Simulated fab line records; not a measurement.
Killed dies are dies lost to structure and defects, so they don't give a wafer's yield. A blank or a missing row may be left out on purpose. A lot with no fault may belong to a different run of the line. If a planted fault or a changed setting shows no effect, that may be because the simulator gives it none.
fab line records	flow n5-finfet
record lots=10	wafers=30	last-day=16
route steps=1938 shown SDB@373 HKMG_FIN@386 BEOL_M4@1111 PASSIVATION@1936
lots untouched by any fault: they come from a run of this same line in which no faults occurred
start-h: hours from the record's opening day to when the first of the lot's shown wafers began	wait-h: how many hours have passed since the lot's step before this one	" identical to the entry in the row above	L1.1+2: one row covering several wafers at once	- either no value or no given start	* or withheld: withheld	< > ~ a bound
route shown NAME@n: names a module that has steps shown in the file, with the first one's number in the route	usual: mean and standard deviation over wafers with no fault	same: alike in all rows	chamber/n: place in a boat	sites: readings site by site	_std_site: their standard deviation	_edge_site: outer sites' mean less inner sites'	radius-mm: how far each site lies from the wafer's centre	mask NAME#n: copy n	behind: tool/chamber where the wafer was last shaped	hold: why the lot went on hold/how many hours it stayed there/how the hold came to an end	device: transistor that didn't switch, given as n, p or np	end of line: tests run on the same wafers once the route is complete	for a step that has no rows: nothing shown but its recipe	killed: the dies lost at the first sort to structure and to defects; this is not the yield of the wafer	map: shows each die of a wafer: x if killed, . if not, _ if none is there
set.NAME: the setting as run; set.NAME@STEP: as run at that earlier step	model.NAME: the simulator's own value behind a step, which no gauge read
the route's steps for a sample of lots (tables are steps, rows are wafers)
services: the hour from which a tool's chamber was out of use, counted from the record's first day as start-h (under 0 if before that day), plus the number of hours and why
## steps
# step N5_SDB_ALD_29
# recipe material=SiNx	target-thk-a=300	temp-c=400	ald-precursor-family=SiH2I2	ald-co-reactant=N2/H2-plasma	pulse-time-s=1	ald-cycles=600	purge-time-s=2	co-reactant-purge-time-s=2	pressure-torr=2
# usual heater-power-w=803/54	precursor-pulse-height-rel=0.998/0.019
# same purge-time-s=2
lot.wafer	tool	chamber	start-h	wait-h	heater-power-w	precursor-pulse-height-rel
L518.3	ald-sin-02	3	66.60	0.0	793	0.991
L518.5	"	1	67.96	1.4	797	0.987
L518.6	"	3	"	"	782	1.024
L522.1	ald-sin-01	1	97.85	0.0	772	0.974
L522.3	"	3	"	"	835	1.028
L522.6	"	1	99.21	1.4	798	0.992
L523.1	ald-sin-01	2	100.86	0.0	783	1.026
L523.3	"	3	"	"	866	1.005
L523.5	"	3	102.21	1.4	880	1.008
L525.2	ald-sin-01	3	112.19	0.0	880	0.992
L525.5	"	0	113.54	1.4	781	0.983
L525.6	"	3	"	"	861	0.947
L528.3	ald-sin-03	1	129.13	0.0	719	0.996
L528.4	"	2	"	"	704	0.988
L528.6	"	0	130.49	1.4	825	1.025
L529.2	ald-sin-02	2	141.57	0.0	886	0.982
L529.4	"	1	142.93	1.4	780	0.999
L529.5	"	2	"	"	903	0.993
L535.1	ald-sin-03	2	173.53	0.0	696	0.982
L535.2	"	0	"	"	836	1.021
L535.6	"	3	174.88	1.4	876	1.010
L538.1	ald-sin-01	0	190.54	1.7	787	1.015
L538.2	"	1	"	"	798	1.032
L538.3	"	2	"	"	773	1.015
L539.2	ald-sin-01	1	193.25	0.3	795	0.987
L539.3	"	2	"	"	767	0.995
L539.5	"	3	194.60	1.7	852	1.025
L540.2	ald-sin-02	0	201.52	0.0	787	0.964
L540.4	"	3	"	"	781	0.980
L540.5	"	3	202.87	1.4	787	0.982
# step N5_SDB_INSPECT_36
# recipe inspect-instrument=darkfield	mode=post-cmp
# usual raw-defect-count=39/16
lot.wafer	tool	chamber	start-h	wait-h	raw-defect-count
L518.3	defect-inspect-02	-	69.66	0.0	28
L518.5	"	-	"	"	36
L518.6	"	-	"	"	22
L522.1	defect-inspect-01	-	100.91	0.0	34
L522.3	"	-	"	"	28
L522.6	"	-	"	"	30
L523.1	defect-inspect-02	-	103.91	0.0	46
L523.3	"	-	"	"	39
L523.5	"	-	"	"	23
L525.2	defect-inspect-02	-	115.26	0.0	30
L525.5	"	-	"	"	20
L525.6	"	-	"	"	17
L528.3	defect-inspect-02	-	132.19	0.0	21
L528.4	"	-	"	"	29
L528.6	"	-	"	"	31
L529.2	defect-inspect-01	-	144.63	0.0	27
L529.4	"	-	"	"	72
L529.5	"	-	"	"	29
L535.1	defect-inspect-02	-	176.59	0.0	32
L535.2	"	-	"	"	39
L535.6	"	-	"	"	24
L538.1	defect-inspect-01	-	193.62	0.0	31
L538.2	"	-	"	"	38
L538.3	"	-	"	"	49
L539.2	defect-inspect-02	-	196.37	0.0	19
L539.3	"	-	"	"	40
L539.5	"	-	"	"	32
L540.2	defect-inspect-01	-	204.57	0.0	22
L540.4	"	-	"	"	24
L540.5	"	-	"	"	34
# step N5_HKMG_FIN_HK_ALD_01
# recipe material=HfO2	target-thk-a=16	temp-c=withheld	ald-precursor-family=HfCl4	ald-co-reactant=H2O	pulse-time-s=3	purge-time-s=3	co-reactant-purge-time-s=2.5	co-reactant-pulse-time-s=0.3	ald-cycles=30
# usual co-reactant-pulse-time-s=0.3/0	precursor-pulse-height-rel=1.002/0.018
# same purge-time-s=3
lot.wafer	tool	chamber	start-h	wait-h	co-reactant-pulse-time-s	precursor-pulse-height-rel
L518.3	ald-hk-01	1	70.25	0.0	0.3	1.012
L518.5	"	3	"	"	0.3	0.993
L518.6	"	0	"	"	0.3	1.004
L522.1	ald-hk-03	3	101.49	0.0	0.3	0.979
L522.3	"	1	"	"	0.3	1.017
L522.6	"	1	"	"	0.3	1.002
L523.1	ald-hk-03	2	104.56	0.0	0.3	1.008
L523.3	"	1	"	"	0.3	0.997
L523.5	"	3	"	"	0.3	1.019
L525.2	ald-hk-01	1	115.85	0.0	0.3	1.008
L525.5	"	1	"	"	0.3	1.029
L525.6	"	0	"	"	0.3	0.997
L528.3	ald-hk-02	2	132.82	0.0	0.3	0.988
L528.4	"	0	"	"	0.3	0.991
L528.6	"	2	"	"	0.3	1.022
L529.2	ald-hk-01	0	145.22	0.0	0.3	1.029
L529.4	"	1	"	"	0.3	1.019
L529.5	"	2	"	"	0.3	1.014
L535.1	ald-hk-02	2	177.17	0.0	0.3	1.014
L535.2	"	0	"	"	0.3	0.989
L535.6	"	1	"	"	0.3	1.006
L538.1	ald-hk-02	2	194.20	0.0	0.3	1.001
L538.2	"	1	"	"	0.3	1.008
L538.3	"	0	"	"	0.3	0.993
L539.2	ald-hk-02	2	196.96	0.0	0.3	1.010
L539.3	"	3	"	"	0.3	0.985
L539.5	"	3	"	"	0.3	1.010
L540.2	ald-hk-01	2	205.16	0.0	0.3	1.034
L540.4	"	0	"	"	0.3	0.961
L540.5	"	3	"	"	0.3	1.038
# step N5_HKMG_FIN_ALD_74
# recipe material=La2O3	target-thk-a=5	temp-c=250	ald-precursor-family=La-Cp	ald-co-reactant=O3	pulse-time-s=6	co-reactant-pulse-time-s=1	purge-time-s=3	co-reactant-purge-time-s=3
# usual co-reactant-pulse-time-s=1/0	heater-power-w=349/28	precursor-pulse-height-rel=1.001/0.019
# same purge-time-s=3
lot.wafer	tool	chamber	start-h	wait-h	co-reactant-pulse-time-s	heater-power-w	precursor-pulse-height-rel
L518.3	ald-hk-03	2	70.83	0.1	1	311	1.009
L518.5	"	2	"	"	1	317	0.993
L518.6	"	1	"	"	1	307	0.990
L522.1	ald-hk-02	0	101.90	0.2	1	361	0.993
L522.3	"	2	"	"	1	361	1.022
L522.6	"	1	"	"	1	346	0.986
L523.1	ald-hk-02	0	104.97	0.2	1	361	1.009
L523.3	"	2	"	"	1	364	0.994
L523.5	"	0	"	"	1	361	1.014
L525.2	ald-hk-02	2	116.25	0.2	1	358	0.974
L525.5	"	3	"	"	1.0706	328	1.018
L525.6	"	0	"	"	1.0706	364	1.012
L528.3	ald-hk-03	3	133.23	0.1	1	354	1.000
L528.4	"	0	"	"	1	328	1.010
L528.6	"	0	"	"	1	329	1.001
L529.2	ald-hk-02	0	145.62	0.2	1	372	0.980
L529.4	"	3	"	"	1	329	0.979
L529.5	"	3	"	"	1.0706	323	0.995
L535.1	ald-hk-03	2	177.58	0.2	1	307	1.001
L535.2	"	0	"	"	1	327	0.992
L535.6	"	2	"	"	1	313	0.993
L538.1	ald-hk-03	2	194.61	0.2	1	319	1.033
L538.2	"	0	"	"	1	327	1.020
L538.3	"	3	"	"	1	349	1.023
L539.2	ald-hk-03	0	197.49	0.2	1	334	1.040
L539.3	"	1	"	"	1	313	0.987
L539.5	"	2	"	"	1	309	0.976
L540.2	ald-hk-02	1	205.56	0.2	1	339	0.993
L540.4	"	0	"	"	1	375	0.994
L540.5	"	3	"	"	1	328	1.000
# step N5_BEOL_M4_RC_MEAS_101
# usual DIBL_N=35.9/1.6	DIBL_P=35.6/2.1	IOFF_N=0.149/0.029	IOFF_P=0.20/0.033	ION_N=671/11	ION_P=460/7.3	SS_N=71.4/0.62	SS_P=73.2/0.65	VT_N=251/3.1	VT_P=-251/3.4
lot.wafer	tool	chamber	start-h	wait-h	DIBL_N[mV/V]	DIBL_P[mV/V]	IOFF_N[nA/um]	IOFF_P[nA/um]	ION_N[uA/um]	ION_P[uA/um]	SS_N[mV/dec]	SS_P[mV/dec]	VT_N[mV]	VT_P[mV]
L518.3	prober-02	0	165.61	0.3	35.4	33.8	0.133	0.15	662	445	70.8	72.5	251	-258
L518.5	"	0	"	"	34.5	34.4	0.124	0.15	656	451	70.5	72.7	254	-256
L518.6	"	0	"	"	34.0	34.4	0.116	0.16	655	453	69.8	72.6	254	-257
L522.1	prober-02	0	192.97	0.0	34.9	35.5	0.133	0.19	665	451	71.9	72.9	252	-251
L522.3	"	0	"	"	32.3	33.0	0.114	0.16	669	456	70.5	73.0	254	-253
L522.6	"	0	"	"	33.7	34.1	0.122	0.18	667	464	70.7	72.4	252	-254
L523.1	prober-02	0	199.72	0.0	35.4	33.4	0.133	0.18	668	459	70.8	72.8	251	-251
L523.3	"	0	"	"	34.4	31.4	0.114	0.15	664	456	71.0	72.5	254	-254
L523.5	"	0	"	"	36.6	34.7	0.152	0.19	677	459	71.3	73.8	250	-251
L525.2	prober-02	0	205.42	0.2	38.3	37.6	0.182	0.26	680	468	72.3	73.0	247	-248
L525.5	"	0	"	"	35.9	34.8	0.149	0.21	675	469	71.2	72.7	250	-247
L525.6	"	0	"	"	35.0	33.7	0.126	0.18	663	458	70.9	72.9	252	-253
L528.3	prober-01	0	230.72	0.3	36.8	37.4	0.169	0.20	676	460	71.2	72.9	247	-252
L528.4	"	0	"	"	38.7	39.8	0.216	0.25	690	467	72.4	74.5	246	-249
L528.6	"	0	"	"	37.9	38.5	0.199	0.23	692	472	71.8	74.5	245	-250
L529.2	prober-01	0	236.49	0.2	37.3	35.7	0.166	0.25	657	460	72.1	73.9	250	-248
L529.4	"	0	"	"	34.3	32.8	0.124	0.20	670	469	70.5	72.4	252	-249
L529.5	"	0	"	"	36.1	35.5	0.151	0.23	660	457	71.3	73.4	250	-250
L535.1	prober-02	0	273.80	0.0	37.3	38.0	0.163	0.23	665	458	72.7	73.9	250	-251
L535.2	"	0	"	"	36.2	35.3	0.141	0.18	656	450	71.8	73.1	253	-257
L535.6	"	0	"	"	36.7	35.5	0.150	0.19	661	458	72.4	73.3	253	-254
L538.1	prober-01	0	283.36	0.0	35.7	34.9	0.132	0.20	672	465	72.0	73.4	254	-250
L538.2	"	0	"	"	33.7	32.6	0.110	0.17	651	454	70.9	72.2	254	-249
L538.3	"	0	"	"	36.3	35.9	0.150	0.21	664	453	71.7	73.2	252	-248
L539.2	prober-02	0	288.99	0.2	36.6	35.6	0.183	0.23	677	466	72.1	73.3	245	-249
L539.3	"	0	"	"	35.3	35.2	0.175	0.23	686	469	71.3	73.8	245	-248
L539.5	"	0	"	"	35.5	34.1	0.161	0.20	670	457	72.1	73.5	248	-251
L540.2	prober-02	0	300.61	0.2	36.8	35.2	0.157	0.21	681	468	70.7	73.0	253	-250
L540.4	"	0	"	"	38.7	38.1	0.199	0.26	683	467	71.9	73.8	245	-244
L540.5	"	0	"	"	39.1	38.4	0.213	0.27	697	475	72.5	74.2	244	-248
# step N5_PASSIVATION_PROBE_49
# usual defect-limited-yield=90.9/1.5	killed_at_M0_to_M3=36/9.9	killed_at_M4_up=13/4.5	killed-at-contacts=13/6.4	killed-at-front-end=42/12	killed-at-other=3.4/3	killed-dies=107/18	killed-open=69/13	killed-short=35/8.2	sort_bin_5_function=5.3/1.1	sort_bin_6_memory=3.4/0.69	sort-n-pass=1073/18	sort-yield-pct=90.9/1.5
# same gross-dies=1180	killed-at-back-side=0	sort_bin_4_leakage[%]=0	sort_bin_8_speed[%]=0
lot.wafer	tool	chamber	start-h	wait-h	defect-limited-yield[%]	killed_at_M0_to_M3	killed_at_M4_up	killed-at-contacts	killed-at-front-end	killed-at-other	killed-dies	killed-open	killed-short	sort_bin_5_function[%]	sort_bin_6_memory[%]	sort-n-pass	sort-yield-pct[%]
L522.1	prober-02	-	294.79	0.0	92.0	43	5	4	40	2	94	54	38	5.0	2.6	1086	92.0
L522.3	prober-02	-	294.89	0.1	91.9	38	5	7	43	2	95	56	39	4.6	3.4	1085	91.9
L522.6	prober-02	-	295.04	0.3	93.0	28	8	9	37	1	83	48	35	4.4	2.6	1097	93.0
L525.2	prober-02	-	308.03	0.1	88.1	43	10	19	66	3	141	91	47	7.5	3.6	1039	88.1
L525.5	prober-02	-	308.18	0.2	86.6	60	12	17	66	3	158	99	57	8.1	4.8	1022	86.6
L525.6	prober-02	-	308.23	0.3	89.0	43	5	12	65	5	130	77	53	6.7	4.2	1050	89.0
L529.2	prober-01	-	333.62	0.1	92.1	34	17	9	32	1	93	52	34	4.2	3.1	1087	92.1
L529.4	prober-01	-	333.72	0.2	92.5	43	10	4	29	2	88	58	30	4.2	3.1	1092	92.5
L529.5	prober-01	-	333.77	0.2	91.8	27	3	11	53	3	97	57	39	4.4	3.6	1083	91.8
# killed by level:class
L522.1 BEOL_M0_SAQP:geometric-particle:short=12 BEOL_M0_SAQP:geometric-particle:open=9 STI_FIN_REVEAL:geometric-particle:open=8 BEOL_M2:geometric-particle:open=8 FIN_SAQP:geometric-particle:short=7 DUMMY_GATE:geometric-particle:open=6 BEOL_M3:geometric-particle:open=5 FIN_SAQP:geometric-particle:open=3
L522.3 BEOL_M0_SAQP:geometric-particle:short=13 BEOL_M0_SAQP:geometric-particle:open=12 MOL_CONTACT_COAG:geometric-particle:open=7 BEOL_M3:geometric-particle:open=7 FIN_SAQP:geometric-particle:open=6 FIN_SAQP:geometric-particle:short=6 STI_FIN_REVEAL:geometric-particle:open=6 DUMMY_GATE:geometric-particle:short=5
L522.6 BEOL_M0_SAQP:geometric-particle:short=12 BEOL_M0_SAQP:geometric-particle:open=8 FIN_SAQP:geometric-particle:open=7 STI_FIN_REVEAL:geometric-particle:open=7 MOL_CONTACT_COAG:geometric-particle:open=7 FIN_SAQP:geometric-particle:short=6 BEOL_M3:geometric-particle:open=5 STARTING-WAFER:geometric-particle:short=4
L525.2 STI_FIN_REVEAL:geometric-particle:open=18 DUMMY_GATE:geometric-particle:open=13 MOL_CONTACT_COAG:geometric-particle:open=12 FIN_SAQP:geometric-particle:open=11 BEOL_M3:geometric-particle:open=9 MOL_CONTACT_COAG:geometric-particle:short=7 BEOL_M1:geometric-particle:open=7 BEOL_M2:geometric-particle:short=6
L525.5 STI_FIN_REVEAL:geometric-particle:open=18 MOL_CONTACT_COAG:geometric-particle:open=13 BEOL_M2:geometric-particle:open=11 BEOL_M3:geometric-particle:open=11 BEOL_M0_SAQP:geometric-particle:short=11 FIN_SAQP:geometric-particle:open=10 BEOL_M2:geometric-particle:short=9 STI_FIN_REVEAL:geometric-particle:short=8
L525.6 FIN_SAQP:geometric-particle:open=16 BEOL_M0_SAQP:geometric-particle:short=15 BEOL_M0_SAQP:geometric-particle:open=13 FIN_SAQP:geometric-particle:short=11 STI_FIN_REVEAL:geometric-particle:open=11 MOL_CONTACT_COAG:geometric-particle:open=9 BEOL_M2:geometric-particle:open=6 DUMMY_GATE:geometric-particle:open=5
L529.2 BEOL_M0_SAQP:geometric-particle:short=12 BEOL_M1:geometric-particle:open=11 MOL_CONTACT_COAG:geometric-particle:open=8 DUMMY_GATE:geometric-particle:open=6 FIN_SAQP:geometric-particle:open=4 STI_FIN_REVEAL:geometric-particle:open=4 DUMMY_GATE:geometric-particle:short=4 BEOL_M0_SAQP:geometric-particle:open=4
L529.4 BEOL_M1:geometric-particle:open=11 FIN_SAQP:geometric-particle:open=10 FIN_SAQP:geometric-particle:short=9 BEOL_M0_SAQP:geometric-particle:short=9 BEOL_M2:geometric-particle:open=7 BEOL_M0_SAQP:geometric-particle:open=6 BEOL_M3:geometric-particle:open=6 DUMMY_GATE:geometric-particle:open=4
L529.5 FIN_SAQP:geometric-particle:short=12 STI_FIN_REVEAL:geometric-particle:open=11 DUMMY_GATE:geometric-particle:open=9 BEOL_M0_SAQP:geometric-particle:open=9 MOL_CONTACT_COAG:geometric-particle:open=8 BEOL_M0_SAQP:geometric-particle:short=8 BEOL_M1:geometric-particle:open=6 FIN_SAQP:geometric-particle:open=4
## services
tool	chamber	start-h	hours	kind
ald-sin-03	-	59.72	6.0	pm
ald-sin-02	0	64.17	15.5	repair
ald-sin-02	3	77.70	2.4	repair
ald-sin-03	0	108.65	1.6	repair
ald-sin-03	1	110.91	6.8	repair
ald-sin-02	-	112.32	0.6	repair
ald-sin-01	0	116.49	4.4	repair
ald-sin-01	-	134.08	0.8	pm
ald-sin-02	-	134.75	2.8	pm
ald-hk-03	-	163.54	0.9	repair
ald-sin-02	-	177.21	14.0	pm
ald-sin-02	0	177.21	14.0	vent-cycle
ald-sin-02	1	177.21	14.0	vent-cycle
ald-sin-02	2	177.21	15.1	vent-cycle
ald-sin-02	3	177.21	14.0	vent-cycle
ald-sin-02	0	191.21	-	clean
ald-sin-02	1	191.21	-	clean
ald-sin-02	3	191.21	-	clean
## key
first-sign step=N5_HKMG_FIN_ALD_74	reading=co-reactant-pulse-time-s	direction=up	sigmas=99+	usual=*	struck=*
effect none on later readings
met-at N5_HKMG_FIN_ALD_74
struck-lots L525,L529
struck-wafers L525.5,L525.6,L529.5
not-acting-at N5_SDB_ALD_29,N5_SDB_INSPECT_36,N5_HKMG_FIN_HK_ALD_01
onset-between 104.97 116.25
fault kind=process-parameter-drift	tool=ald-hk-02	chamber=-	onset-h=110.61	steps=N5_HKMG_FIN_ALD_74	channel=co-reactant-pulse-time-s	offset=*	shape=step	end-h=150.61	scope=struck-wafers-only	acts-in=*	stated=*
